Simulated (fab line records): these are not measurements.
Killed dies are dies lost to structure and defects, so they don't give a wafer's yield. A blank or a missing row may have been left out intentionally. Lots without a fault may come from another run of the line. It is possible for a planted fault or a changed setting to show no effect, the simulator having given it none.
fab line records	flow nandHarc
record lots=14	wafers=42	lastDay=33
route steps=1302 shown P_M0@275 P_M1@292
lots untouched by any fault: they come from a run of this same line in which no faults occurred
startH: hours from the record's opening day to when the first of the lot's shown wafers began	waitH: hours elapsed since this lot's preceding step	" repeats the value in the row above	L1.1+2: one row covering several wafers at once	- either no value or no given start	* or withheld: withheld	< > ~ a bound
route shown NAME@n: NAME is a module with steps in the file, n the number in the route of the first one	usual: the fault-free wafers' mean and standard deviation	same: alike in all rows	chamber/n: place in a boat	sites: readings site by site	_std_site: their standard deviation	_edge_site: the outer-site mean with the inner-site mean subtracted	radiusMm: how far each site lies from the wafer's centre	mask NAME#n: copy n	behind: the last tool/chamber to shape the wafer	hold: why the lot went on hold/how many hours it stayed there/how the hold came to an end	device: the n, p or np transistor that did not switch	end of line: tests of these same wafers at the route's end	a step given without rows: its recipe and nothing more	killed: the dies lost at the first sort to structure and to defects; this is not the yield of the wafer	map: shows each die of a wafer: x if killed, . if not, _ if none is there
set.NAME: the setting as run; set.NAME@STEP: as run at that earlier step	model.NAME: the simulator's own value behind a step, which no gauge read
route steps across a sampled set of lots; one table per step, one row per wafer
services: when a tool's chamber went out of use (startH, in hours from the record's first day, below 0 if earlier), for how many hours, and the reason
## steps
# step NHARC_P_M0_PVD_21
# recipe targetThkA=300	chamberPressurePa=5	powerW=5000	substrateTempC=30	timeS=20.49	material=Cu
# usual cathodeDcPowerW=5000.0/0.84	substrateTempC=30.01/0.11	throttleValvePct=30.2/1.3
lot.wafer	tool	chamber	startH	waitH	cathodeDcPowerW	substrateTempC	throttleValvePct
L288.4	pvdSputter-01	-	-	-	5000.1	29.93	29.2
L288.2	"	-	"	"	4999.8	30.04	30.7
L288.3	"	-	"	"	5001.9	30.01	30.7
L290.1	pvdSputter-02	-	-	-	5000.1	30.06	30.9
L290.3	"	-	"	"	4999.7	30.14	30.5
L290.5	"	-	"	"	5000.4	30.21	29.0
L291.1	pvdSputter-02	-	-	-	4999.3	30.02	32.1
L291.3	"	-	"	"	4998.3	29.97	31.0
L291.4	"	-	"	"	5000.3	29.98	28.8
L292.3	pvdSputter-01	-	-	-	5000.9	29.94	28.7
L292.1	"	-	"	"	5000.9	30.00	30.6
L292.6	"	-	"	"	4998.6	29.87	30.6
L293.3	pvdSputter-02	-	-	-	5001.1	30.02	30.0
L293.4	"	-	"	"	5000.8	30.16	32.3
L293.6	"	-	"	"	5001.7	30.20	31.1
L294.2	pvdSputter-02	-	-	-	4999.7	29.91	31.0
L294.4	"	-	"	"	5001.3	29.87	28.7
L294.5	"	-	"	"	5000.6	29.95	31.0
L295.4	pvdSputter-03	-	202.80	-	4999.2	29.86	31.6
L295.1	"	-	"	"	5000.1	30.12	30.7
L295.3	"	-	"	"	4999.9	30.21	30.4
L296.2	pvdSputter-03	-	-	-	5000.1	29.87	31.2
L296.1	"	-	"	"	4998.9	29.98	26.9
L296.5	"	-	"	"	4999.7	29.87	31.1
L297.4	pvdSputter-01	-	-	-	4999.5	30.05	30.4
L297.2	"	-	"	"	4999.5	29.97	30.6
L297.5	"	-	"	"	4999.7	30.01	30.5
L298.3	pvdSputter-01	-	-	-	5001.3	29.96	30.6
L298.1	"	-	"	"	5000.6	30.10	29.1
L298.4	"	-	"	"	5000.6	30.12	28.9
L299.4	pvdSputter-02	-	-	-	5000.9	30.06	28.9
L299.6	"	-	"	"	5000.6	30.10	30.7
L299.5	"	-	"	"	5000.1	29.74	28.9
L304.4	pvdSputter-03	-	-	-	4999.5	30.01	27.0
L304.5	"	-	"	"	5002.5	30.21	30.7
L304.6	"	-	"	"	5000.4	29.95	26.9
L307.3	pvdSputter-02	-	-	-	4999.7	30.02	29.2
L307.6	"	-	"	"	4999.5	30.07	30.1
L307.5	"	-	"	"	5000.3	30.02	31.4
L310.2	pvdSputter-02	-	-	-	5000.7	30.14	29.3
L310.1	"	-	"	"	5002.0	30.14	30.9
L310.5	"	-	"	"	4999.7	29.71	30.1
# step NHARC_P_M0_ANNEAL_30
# recipe tempC=225	timeS=90
# usual wafer_temp_C_max=226.18/0.28
lot.wafer	tool	chamber	startH	waitH	wafer_temp_C_max
L288.2	rtpAnneal-02	0	127.69	0.3	226.19
L288.3	"	0	"	"	226.12
L288.4	"	0	"	"	226.11
L290.1	rtpAnneal-02	0	140.60	-	226.01
L290.3	"	0	"	"	226.12
L290.5	"	0	"	"	225.86
L291.1	rtpAnneal-02	0	152.03	0.3	226.34
L291.3	"	0	"	"	226.08
L291.4	"	0	"	"	225.90
L292.1	rtpAnneal-01	0	172.39	-	226.41
L292.3	"	0	"	"	226.25
L292.6	"	0	"	"	226.35
L293.3	rtpAnneal-02	0	173.52	-	226.07
L293.4	"	0	"	"	225.94
L293.6	"	0	"	"	226.50
L294.2	rtpAnneal-02	0	181.50	0.4	226.02
L294.4	"	0	"	"	226.16
L294.5	"	0	"	"	225.61
L295.1	rtpAnneal-01	0	203.31	-	226.16
L295.3	"	0	"	"	226.15
L295.4	"	0	"	"	226.65
L296.1	rtpAnneal-02	0	207.82	0.3	226.43
L296.2	"	0	"	"	226.45
L296.5	"	0	"	"	226.34
L297.2	rtpAnneal-01	0	214.90	0.3	226.06
L297.4	"	0	"	"	226.12
L297.5	"	0	"	"	226.68
L298.1	rtpAnneal-01	0	222.90	-	226.30
L298.3	"	0	"	"	226.27
L298.4	"	0	"	"	225.77
L299.4	rtpAnneal-02	0	234.89	-	225.99
L299.5	"	0	"	"	225.98
L299.6	"	0	"	"	226.04
L304.4	rtpAnneal-01	0	286.08	0.3	226.17
L304.5	"	0	"	"	226.52
L304.6	"	0	"	"	226.40
L307.3	rtpAnneal-02	0	314.74	-	226.85
L307.5	"	0	"	"	226.16
L307.6	"	0	"	"	226.05
L310.1	rtpAnneal-02	0	346.26	-	225.96
L310.2	"	0	"	"	226.33
L310.5	"	0	"	"	226.08
# step NHARC_P_M1_EXPOSE_06
# recipe na=1.35	targetCdNm=130	doseMj=81.88	maskId=P_M1
# usual exposureDoseMJCm2=81.87/0.07
lot.wafer	tool	chamber	startH	waitH	mask	exposureDoseMJCm2
L288.2	arfiScanner-01	0	129.59	-	P_M1#0	81.92
L288.3	"	0	"	"	P_M1#0	81.88
L288.4	"	0	"	"	P_M1#0	82.00
L290.1	arfiScanner-03	0	142.81	-	P_M1#0	81.87
L290.3	"	0	"	"	P_M1#0	81.97
L290.5	"	0	"	"	P_M1#0	81.87
L291.1	arfiScanner-01	0	154.10	-	P_M1#0	81.80
L291.3	"	0	"	"	P_M1#0	81.93
L291.4	"	0	"	"	P_M1#0	81.70
L292.1	arfiScanner-03	0	174.47	-	P_M1#0	81.83
L292.3	"	0	"	"	P_M1#0	81.83
L292.6	"	0	"	"	P_M1#0	81.84
L293.3	arfiScanner-03	0	175.37	-	P_M1#0	81.94
L293.4	"	0	"	"	P_M1#0	81.93
L293.6	"	0	"	"	P_M1#0	81.83
L294.2	arfiScanner-01	0	183.53	-	P_M1#0	81.79
L294.4	"	0	"	"	P_M1#0	81.82
L294.5	"	0	"	"	P_M1#0	81.89
L295.1	arfiScanner-01	0	205.26	-	P_M1#0	81.86
L295.3	"	0	"	"	P_M1#0	81.97
L295.4	"	0	"	"	P_M1#0	81.90
L296.1	arfiScanner-02	0	209.89	-	P_M1#0	81.97
L296.2	"	0	"	"	P_M1#0	81.97
L296.5	"	0	"	"	P_M1#0	81.73
L297.2	arfiScanner-02	0	216.80	-	P_M1#0	81.77
L297.4	"	0	"	"	P_M1#0	81.90
L297.5	"	0	"	"	P_M1#0	81.78
L298.1	arfiScanner-01	0	224.97	-	P_M1#0	81.65
L298.3	"	0	"	"	P_M1#0	81.88
L298.4	"	0	"	"	P_M1#0	81.87
L299.4	arfiScanner-03	0	236.82	-	P_M1#0	81.90
L299.5	"	0	"	"	P_M1#0	81.94
L299.6	"	0	"	"	P_M1#0	81.87
L304.4	arfiScanner-03	0	288.01	-	P_M1#0	115.25
L304.5	"	0	"	"	P_M1#0	115.26
L304.6	"	0	"	"	P_M1#0	115.32
L307.3	arfiScanner-03	0	316.72	-	P_M1#0	108.62
L307.5	"	0	"	"	P_M1#0	108.53
L307.6	"	0	"	"	P_M1#0	108.70
L310.1	arfiScanner-01	0	348.18	-	P_M1#0	81.86
L310.2	"	0	"	"	P_M1#0	81.94
L310.5	"	0	"	"	P_M1#0	81.90
# step NHARC_P_M1_CD_MEAS_09
# recipe targetCdNm=130	landingEnergyEv=500
# usual cdNm=130.1/0.77
lot.wafer	tool	chamber	startH	waitH	hold	cdNm
L288.2	cdSem-03	0	129.72	-	-	129.4
L288.3	"	0	"	"	-	130.2
L288.4	"	0	"	"	-	131.2
L290.1	cdSem-03	0	142.95	-	-	130.3
L290.3	"	0	"	"	-	131.8
L290.5	"	0	"	"	-	131.5
L291.1	cdSem-02	0	154.24	-	-	132.1
L291.3	"	0	"	"	-	130.9
L291.4	"	0	"	"	-	131.2
L292.1	cdSem-03	0	174.61	-	-	129.5
L292.3	"	0	"	"	-	130.6
L292.6	"	0	"	"	-	131.3
L293.3	cdSem-01	0	175.51	-	-	130.2
L293.4	"	0	"	"	-	130.8
L293.6	"	0	"	"	-	130.1
L294.2	cdSem-02	0	183.67	-	-	129.0
L294.4	"	0	"	"	-	130.0
L294.5	"	0	"	"	-	129.1
L295.1	cdSem-01	0	205.40	-	-	130.3
L295.3	"	0	"	"	-	131.8
L295.4	"	0	"	"	-	130.8
L296.1	cdSem-01	0	210.03	-	-	129.1
L296.2	"	0	"	"	-	129.9
L296.5	"	0	"	"	-	129.3
L297.2	cdSem-02	0	216.93	-	-	129.3
L297.4	"	0	"	"	-	131.7
L297.5	"	0	"	"	-	131.2
L298.1	cdSem-02	0	225.11	-	-	131.1
L298.3	"	0	"	"	-	129.6
L298.4	"	0	"	"	-	131.0
L299.4	cdSem-01	0	236.95	-	-	129.9
L299.5	"	0	"	"	-	129.6
L299.6	"	0	"	"	-	130.8
L304.4	cdSem-03	0	288.14	-	awaitDispo/0.2h/release	151.2
L304.5	"	0	"	"	awaitDispo/0.2h/release	151.6
L304.6	"	0	"	"	awaitDispo/0.2h/release	151.0
L304.4	cdSem-03	0	-	-	-	151.5
L304.5	"	0	"	"	-	151.9
L304.6	"	0	"	"	-	150.4
L307.3	cdSem-03	0	316.85	-	awaitDispo/0.2h/release	147.3
L307.5	"	0	"	"	awaitDispo/0.2h/release	146.6
L307.6	"	0	"	"	awaitDispo/0.2h/release	146.8
L307.3	cdSem-03	0	-	-	-	147.2
L307.5	"	0	"	"	-	146.6
L307.6	"	0	"	"	-	146.5
L310.1	cdSem-03	0	348.32	-	-	129.5
L310.2	"	0	"	"	-	130.2
L310.5	"	0	"	"	-	130.1
# step NHARC_P_M1_DEGAS_29
# recipe tempC=250	timeS=60
# usual heaterPowerW=325/29
lot.wafer	tool	chamber	startH	waitH	heaterPowerW
L288.3	pvdSputter-03	-	130.92	-	298
L288.4	"	-	"	"	330
L288.2	"	-	"	"	377
L290.1	pvdSputter-03	-	144.17	-	297
L290.3	"	-	"	"	326
L290.5	"	-	"	"	380
L291.4	pvdSputter-01	-	155.51	-	331
L291.1	"	-	"	"	318
L291.3	"	-	"	"	304
L292.3	pvdSputter-01	-	175.81	-	312
L292.1	"	-	"	"	304
L292.6	"	-	"	"	317
L293.3	pvdSputter-02	-	176.75	-	385
L293.4	"	-	"	"	319
L293.6	"	-	"	"	302
L294.4	pvdSputter-01	-	184.91	-	308
L294.2	"	-	"	"	325
L294.5	"	-	"	"	305
L295.1	pvdSputter-03	-	206.60	-	301
L295.3	"	-	"	"	344
L295.4	"	-	"	"	377
L296.1	pvdSputter-01	-	211.25	-	322
L296.2	"	-	"	"	307
L296.5	"	-	"	"	322
L297.4	pvdSputter-03	-	218.14	-	368
L297.2	"	-	"	"	292
L297.5	"	-	"	"	334
L298.3	pvdSputter-01	-	226.32	-	331
L298.1	"	-	"	"	311
L298.4	"	-	"	"	310
L299.4	pvdSputter-02	-	238.17	-	326
L299.6	"	-	"	"	301
L299.5	"	-	"	"	377
L304.4	pvdSputter-03	-	294.50	-	297
L304.5	"	-	"	"	378
L304.6	"	-	"	"	298
L307.3	pvdSputter-02	-	328.10	-	408
L307.6	"	-	"	"	340
L307.5	"	-	"	"	284
L310.2	pvdSputter-02	-	349.52	-	334
L310.1	"	-	"	"	285
L310.5	"	-	"	"	338
## services
tool	chamber	startH	hours	kind
pvdSputter-02	-	104.00	10.0	pm
arfiScanner-03	-	111.17	8.9	repair
arfiScanner-01	-	132.99	20.4	repair
arfiScanner-02	-	140.00	4.0	pm
pvdSputter-01	-	146.60	1.0	repair
pvdSputter-03	-	162.79	2.1	repair
pvdSputter-03	-	170.05	10.0	pm
arfiScanner-01	-	183.87	4.2	repair
arfiScanner-03	-	196.00	4.0	pm
pvdSputter-02	-	202.78	7.2	repair
arfiScanner-01	-	210.08	0.2	repair
pvdSputter-01	-	226.97	10.0	pm
arfiScanner-03	-	244.73	1.3	repair
arfiScanner-01	-	257.94	4.0	pm
pvdSputter-02	-	263.39	3.7	repair
pvdSputter-02	-	282.00	10.0	pm
pvdSputter-01	-	286.13	1.0	repair
pvdSputter-02	-	311.47	1.1	repair
arfiScanner-02	-	312.00	4.0	pm
arfiScanner-03	-	312.58	1.9	repair
pvdSputter-03	-	318.51	4.7	repair
pvdSputter-01	-	344.13	3.3	repair
pvdSputter-03	-	348.05	10.0	pm
## key
firstSign step=NHARC_P_M1_EXPOSE_06	reading=exposureDoseMJCm2	direction=up	sigmas=99+	usual=81.87	struck=111.95
effect step=NHARC_P_M1_CD_MEAS_09	reading=visit	direction=added	through=controlLoop
effect step=NHARC_P_M1_CD_MEAS_09	reading=cdNm	direction=up	sigmas=25	usual=130.1	struck=149.1	through=controlLoop
metAt NHARC_P_M1_EXPOSE_06
struckLots L304,L307
sortLeftOut L304.4,L304.5,L304.6,L307.3,L307.5,L307.6
loopTrim step=NHARC_P_M1_EXPOSE_06	setting=dose	lots=L307
notActingAt NHARC_P_M0_PVD_21,NHARC_P_M0_ANNEAL_30,NHARC_P_M1_DEGAS_29
onsetBetween 236.82 288.01
fault kind=processParameterDrift	tool=arfiScanner-03	chamber=-	onsetH=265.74	steps=NHARC_P_M1_EXPOSE_06	channel=doseMj	offset=33.401	shape=step	actsIn=theseRecipesOnly	stated=81.88
# sortLeftOut: the simulated sort isn't trusted on such a fault, so these wafers' sort isn't shown, and their yield isn't known
# loopTrim: a control loop set the setting to another value than it would have without faults
